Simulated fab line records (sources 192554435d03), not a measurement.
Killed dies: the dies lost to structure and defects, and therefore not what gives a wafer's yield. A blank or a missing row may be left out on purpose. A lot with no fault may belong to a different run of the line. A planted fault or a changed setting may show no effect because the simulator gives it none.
Which of the tools did it?	flow n5Finfet	10 lots with 30 wafers sampled at 5 steps, on a route of 1938 steps

== WHAT THE GAUGES READ, wafer by wafer ==
N5_WELL_APT_CD_MEAS_08 targets a cd of 200 nm. Usual: cdNm at 199.9 nm, with a standard deviation of 2.3.
lot	measured	on	cdNm (nm)	flag
L275	day 1 19:37	cdSem-03	199.3 196.7 197.3	
L278	day 2 13:40	cdSem-02	200.9 200.0 204.9	
L281	day 3 07:41	cdSem-02	196.4 201.2 199.2	
L282	day 3 14:13	cdSem-01	201.7 197.5 201.2	
L284	day 4 01:50	cdSem-01	204.3 203.2 206.5	
L285	day 4 07:41	cdSem-02	203.2 198.1 198.2	
L288	day 5 01:50	cdSem-03	197.4 199.7 197.7	
L292	day 6 01:41	cdSem-01	199.8 198.1 203.0	
L294	day 6 18:06	cdSem-02	198.8 199.8 200.8	
L296	day 7 01:41	cdSem-03	202.3 200.5 198.9	

N5_PMOS_HMC_CHANNEL_EPI_CD_MEAS_09 targets a cd of 237.4 nm. Usual: cdNm at 237.9 nm, with a standard deviation of 1.2.
lot	measured	on	cdNm (nm)	flag
L275	day 1 23:07	cdSem-02	237.1 238.9 239.1	
L278	day 2 18:08	cdSem-02	235.8 237.4 236.2	
L281	day 3 12:53	cdSem-03	238.1 237.3 237.6	
L282	day 3 18:03	cdSem-02	236.7 237.7 237.1	
L284	day 4 05:18	cdSem-02	239.8 238.6 238.0	
L285	day 4 11:10	cdSem-03	238.0 237.4 239.9	
L288	day 5 05:09	cdSem-01	238.6 238.8 236.3	
L292	day 6 05:22	cdSem-01	237.3 236.0 236.4	
L294	day 6 21:27	cdSem-03	235.9 238.5 238.5	
L296	day 7 05:23	cdSem-01	237.5 237.5 237.4	

N5_BEOL_M4_RC_MEAS_101. Usual: DIBL_N 37.1 mV/V, standard deviation 2.6; DIBL_P 38 mV/V, standard deviation 3; IOFF_N 0.18 nA/um, standard deviation 0.052; IOFF_P 0.25 nA/um, standard deviation 0.06; ION_N 678 uA/um, standard deviation 15; ION_P 467 uA/um, standard deviation 8.6; SS_N 71.7 mV/dec, standard deviation 0.73; SS_P 73.7 mV/dec, standard deviation 0.89; VT_N 249 mV, standard deviation 4.3; VT_P -248 mV, standard deviation 3.8.
lot	measured	on	DIBL_N (mV/V)	DIBL_P (mV/V)	IOFF_N (nA/um)	IOFF_P (nA/um)	ION_N (uA/um)	ION_P (uA/um)	SS_N (mV/dec)	SS_P (mV/dec)	VT_N (mV)	VT_P (mV)	flag
L275	day 10 12:04	prober-02	34.6 40.1 36.5	36 42 38	0.13 0.26 0.17	0.18 0.29 0.22	657 688 667	448 468 459	70.1 72.2 72.0	72.9 74.8 72.7	253 242 249	-255 -245 -251	
L278	day 12 18:28	prober-02	40.6 38.6 39.5	39 38 37	0.20 0.19 0.19	0.30 0.30 0.26	661 674 692	466 477 475	73.0 71.6 71.4	74.1 74.0 73.9	248 247 248	-244 -243 -247	
L281	day 12 01:53	prober-02	37.1 38.0 34.7	39 41 37	0.18 0.21 0.14	0.24 0.29 0.21	674 686 667	463 476 463	72.0 71.8 70.5	74.2 74.3 73.3	250 249 252	-248 -247 -247	
L282	day 12 21:09	prober-02	40.1 41.5 40.5	41 40 39	0.23 0.26 0.26	0.33 0.32 0.30	688 700 686	477 475 470	71.7 73.2 71.8	74.0 74.5 74.3	246 243 242	-242 -243 -246	
L284	day 14 00:48	prober-02	35.7 35.8 34.1	36 39 35	0.15 0.15 0.13	0.21 0.27 0.20	657 663 658	456 469 461	70.7 71.8 71.4	73.2 73.0 72.5	250 251 253	-249 -248 -252	
L285	day 13 06:21	prober-02	36.6 35.2 36.7	37 37 37	0.17 0.15 0.16	0.21 0.21 0.21	681 683 671	462 474 460	72.2 71.9 71.5	73.4 73.5 73.6	250 251 250	-248 -249 -251	
L288	day 14 04:21	prober-02	38.4 38.2 38.4	40 39 41	0.22 0.21 0.22	0.28 0.25 0.30	711 687 685	479 465 471	72.2 71.8 72.6	73.7 73.8 74.4	246 247 246	-248 -250 -246	
L292	day 15 15:47	prober-01	32.3 36.0 32.8	34 38 34	0.11 0.17 0.12	0.17 0.25 0.18	661 662 671	452 461 469	70.5 72.2 70.6	71.0 74.0 71.9	253 247 254	-252 -248 -252	
L294	day 15 15:13	prober-02	38.0 33.1 35.1	38 34 35	0.18 0.10 0.13	0.25 0.17 0.18	675 655 666	464 458 455	72.1 70.9 71.4	73.6 73.0 73.5	250 258 253	-248 -255 -253	
L296	day 16 07:49	prober-02	36.5 37.0 38.3	39 39 41	0.19 0.19 0.23	0.26 0.26 0.30	704 674 700	484 462 477	71.2 72.0 71.3	74.6 73.8 74.7	244 248 245	-243 -248 -248	

== WHAT TOOL EACH LOT RAN ON (gives the tool, then ch and the chambers of the sampled wafers, and finally the start) ==
lot	N5_PMOS_HMC_CHANNEL_EPI_COAT_31	N5_PMOS_HMC_CHANNEL_EPI_ETCH_38
L275	lithoTrack-04 ch 0, day 1 22:54	rieSi-06 ch 1,2, day 1 23:52
L278	lithoTrack-03 ch 0, day 2 17:47	rieSi-06 ch 1,2,3, day 2 18:51
L281	lithoTrack-05 ch 0, day 3 12:40	rieSi-05 ch 1,3, day 3 13:47
L282	lithoTrack-05 ch 0, day 3 17:42	rieSi-06 ch 0,2,3, day 3 18:35
L284	lithoTrack-05 ch 0, day 4 04:57	rieSi-06 ch 0,3, day 4 05:49
L285	lithoTrack-05 ch 0, day 4 10:49	rieSi-06 ch 1,2,3, day 4 11:41
L288	lithoTrack-03 ch 0, day 5 04:53	rieSi-05 ch 0,2,3, day 5 05:40
L292	lithoTrack-03 ch 0, day 6 05:01	rieSi-06 ch 0,1, day 6 05:53
L294	lithoTrack-03 ch 0, day 6 21:06	rieSi-05 ch 0,1,2, day 6 21:58
L296	lithoTrack-03 ch 0, day 7 05:02	rieSi-06 ch 0,2,3, day 7 05:55
- N5_PMOS_HMC_CHANNEL_EPI_COAT_31: time 60 s, resist thk 66 nm.
- N5_PMOS_HMC_CHANNEL_EPI_ETCH_38: etches SiO2 in CF4, target depth 1.5 nm.

== AS READ BY THE TOOLS THEMSELVES (means over the sampled wafers that have a number; for cases with no such wafer, the mark the record gives instead) ==
N5_PMOS_HMC_CHANNEL_EPI_COAT_31. Usual: heaterPowerTotalW 391.7 W, standard deviation 1.3; plateTempC 205.00 C, standard deviation 0.17.
lot	tool	heaterPowerTotalW (W)	plateTempC (C)	flag
L275	lithoTrack-04	390.4	204.77	
L278	lithoTrack-03	392.0	205.24	
L281	lithoTrack-05	390.8	205.14	
L282	lithoTrack-05	391.5	204.88	
L284	lithoTrack-05	408.6	212.33	OFF
L285	lithoTrack-05	408.8	212.53	OFF
L288	lithoTrack-03	392.7	205.14	
L292	lithoTrack-03	391.2	204.94	
L294	lithoTrack-03	393.1	205.00	
L296	lithoTrack-03	391.7	204.75	

N5_PMOS_HMC_CHANNEL_EPI_ETCH_38. Usual: chamberPressureMTorr 10.000 mTorr, standard deviation 0.0087; drypumpMotorCurrentA 5.7 A, standard deviation 0.49; oesProductAu 1.017 a.u., standard deviation 0.029; throttleValvePct 21.71 %, standard deviation 0.22.
lot	tool	chamberPressureMTorr (mTorr)	drypumpMotorCurrentA (A)	oesProductAu (a.u.)	throttleValvePct (%)	flag
L275	rieSi-06	9.999	5.2	0.997	21.86	
L278	rieSi-06	10.008	5.6	0.991	21.78	
L281	rieSi-05	10.001	5.7	0.988	21.55	
L282	rieSi-06	9.995	5.7	1.007	21.78	
L284	rieSi-06	10.010	6.2	1.002	21.71	
L285	rieSi-06	9.992	5.6	0.999	21.79	
L288	rieSi-05	10.003	6.0	1.025	21.58	
L292	rieSi-06	9.991	5.7	1.036	21.57	
L294	rieSi-05	10.012	6.0	1.021	21.74	
L296	rieSi-06	9.991	5.7	1.012	21.87	

== THE ANSWER, worked out from the rows above alone ==
Rule: a lot is off if the mean of its wafers that have a number lies more than 3 standard deviations from the usual mean. A lot without any number at a reading at which 4 lots or more have one is off too. Any other lot the step has rows for is counted as sound. Order of review: gauges by route order, followed by the tools' own readings, for which a lot's mean as printed above is used. The first step at which some lot is off is used, and at that step the reading that is off furthest; a lot without a number counts as furthest.
Off: L284, L285 (N5_PMOS_HMC_CHANNEL_EPI_COAT_31, plateTempC).
A tool fits if, at that step or a process step before it, it ran every lot that is off, and no sound lot after the first of them. One candidate fits, namely lithoTrack-05 at N5_PMOS_HMC_CHANNEL_EPI_COAT_31. A fault onset in the window from L282 (day 3 17:42, its last sound lot) to L284 (day 4 04:57, its first lot off) fits.
The tool's own readings at N5_PMOS_HMC_CHANNEL_EPI_COAT_31 bear it out: on the lots that are off they differ by more than 5 times the standard deviation of the sound lots' means. heaterPowerTotalW reads 408.7 W there against 391.7 W on the sound lots; plateTempC reads 212.43 C there against 204.98 C on the sound lots.

== WHAT HAD BEEN PUT IN BY THE SIMULATOR ==
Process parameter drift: lithoTrack-05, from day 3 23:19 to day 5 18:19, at N5_PMOS_HMC_CHANNEL_EPI_COAT_31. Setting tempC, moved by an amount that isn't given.
Shown lots that were struck: L284, L285. The rule given above showed the same thing.
